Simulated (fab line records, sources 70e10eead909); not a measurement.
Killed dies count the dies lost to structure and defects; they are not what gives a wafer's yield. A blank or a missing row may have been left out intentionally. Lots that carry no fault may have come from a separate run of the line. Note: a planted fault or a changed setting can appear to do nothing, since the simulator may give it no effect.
Chamber matching || flow nand harc || cmp-01 running NHARC_THIN_TSV_CMP_21: 4 sister chambers
The step polishes, t overpolish 30 s, target thk 2000 nm. 16 wafers are shown with their chamber, then 8 later ones without.

## WAFERS WITH THEIR CHAMBER
{"wafer": "L296.1", "chamber": 1, "motor current A (A)": 12.0, "overpolish run s (s)": 29.996}
{"wafer": "L296.2", "chamber": 0, "motor current A (A)": 11.9, "overpolish run s (s)": 30.008}
{"wafer": "L296.3", "chamber": 2, "motor current A (A)": 11.8, "overpolish run s (s)": 29.996}
{"wafer": "L298.1", "chamber": 1, "motor current A (A)": 11.1, "overpolish run s (s)": 29.979}
{"wafer": "L298.3", "chamber": 3, "motor current A (A)": 13.0, "overpolish run s (s)": 29.999}
{"wafer": "L298.6", "chamber": 2, "motor current A (A)": 11.6, "overpolish run s (s)": 29.993}
{"wafer": "L299.1", "chamber": 0, "motor current A (A)": 12.0, "overpolish run s (s)": 29.993}
{"wafer": "L299.3", "chamber": 3, "motor current A (A)": 13.4, "overpolish run s (s)": 30.000}
{"wafer": "L299.6", "chamber": 2, "motor current A (A)": 12.4, "overpolish run s (s)": 30.011}
{"wafer": "L297.1", "chamber": 3, "motor current A (A)": 13.0, "overpolish run s (s)": 30.009}
{"wafer": "L297.4", "chamber": 1, "motor current A (A)": 11.9, "overpolish run s (s)": 30.004}
{"wafer": "L297.6", "chamber": 2, "motor current A (A)": 12.0, "overpolish run s (s)": 30.005}
{"wafer": "L304.1", "chamber": 1, "motor current A (A)": 11.9, "overpolish run s (s)": 30.005}
{"wafer": "L304.3", "chamber": 3, "motor current A (A)": 12.8, "overpolish run s (s)": 30.012}
{"wafer": "L304.4", "chamber": 0, "motor current A (A)": 11.5, "overpolish run s (s)": 30.009}
{"wafer": "L313.2", "chamber": 1, "motor current A (A)": 11.8, "overpolish run s (s)": 29.985}

SIGNATURES, as means of the wafers listed above
{"reading": "motor current A", "chamber 0": 11.800, "chamber 1": 11.740, "chamber 2": 11.950, "chamber 3": 13.050, "scatter within a chamber": 0.318}
{"reading": "overpolish run s", "chamber 0": 30.00333, "chamber 1": 29.99380, "chamber 2": 30.00125, "chamber 3": 30.00500, "scatter within a chamber": 0.00923}
Rule: for each reading, subtract the chamber's mean from the wafer's reading, divide by that reading's scatter and square the result; add these up over the readings and take the root, which gives the wafer's distance from the chamber. The wafer belongs to the nearest chamber; if the next one is less than 2 further off, it can't be placed. How the scatter is found: for the shown wafers, subtract from each reading the mean of its chamber, square and add these, divide the total by (wafers less chambers), then take the root.

## WAFERS WITH NO CHAMBER GIVEN
{"wafer": "L313.5", "motor current A (A)": 12.2, "overpolish run s (s)": 30.002}
{"wafer": "L313.6", "motor current A (A)": 12.9, "overpolish run s (s)": 30.006}
{"wafer": "L317.4", "motor current A (A)": 13.3, "overpolish run s (s)": 29.998}
{"wafer": "L317.5", "motor current A (A)": 12.7, "overpolish run s (s)": 29.989}
{"wafer": "L317.6", "motor current A (A)": 12.3, "overpolish run s (s)": 30.021}
{"wafer": "L318.1", "motor current A (A)": 11.6, "overpolish run s (s)": 30.009}
{"wafer": "L318.2", "motor current A (A)": 11.5, "overpolish run s (s)": 30.010}
{"wafer": "L318.5", "motor current A (A)": 12.1, "overpolish run s (s)": 29.975}

## WHICH CHAMBER EACH ONE RAN IN
{"wafer": "L313.5", "from the rows above": "can't be placed: 2 or 0 or 1 or 3", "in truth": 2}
{"wafer": "L313.6", "from the rows above": 3, "in truth": 3}
{"wafer": "L317.4", "from the rows above": 3, "in truth": 3}
{"wafer": "L317.5", "from the rows above": "can't be placed: 3 or 2 or 1 or 0", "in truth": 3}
{"wafer": "L317.6", "from the rows above": "can't be placed: 2 or 0 or 3 or 1", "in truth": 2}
{"wafer": "L318.1", "from the rows above": "can't be placed: 0 or 2 or 1", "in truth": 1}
{"wafer": "L318.2", "from the rows above": "can't be placed: 0 or 2 or 1", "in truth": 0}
{"wafer": "L318.5", "from the rows above": "can't be placed: 1 or 2 or 0", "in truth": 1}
Placed correctly: 2 of 8. Not placeable from these rows: 6 (in 6, the candidates include the true chamber). 0 placed wrongly.
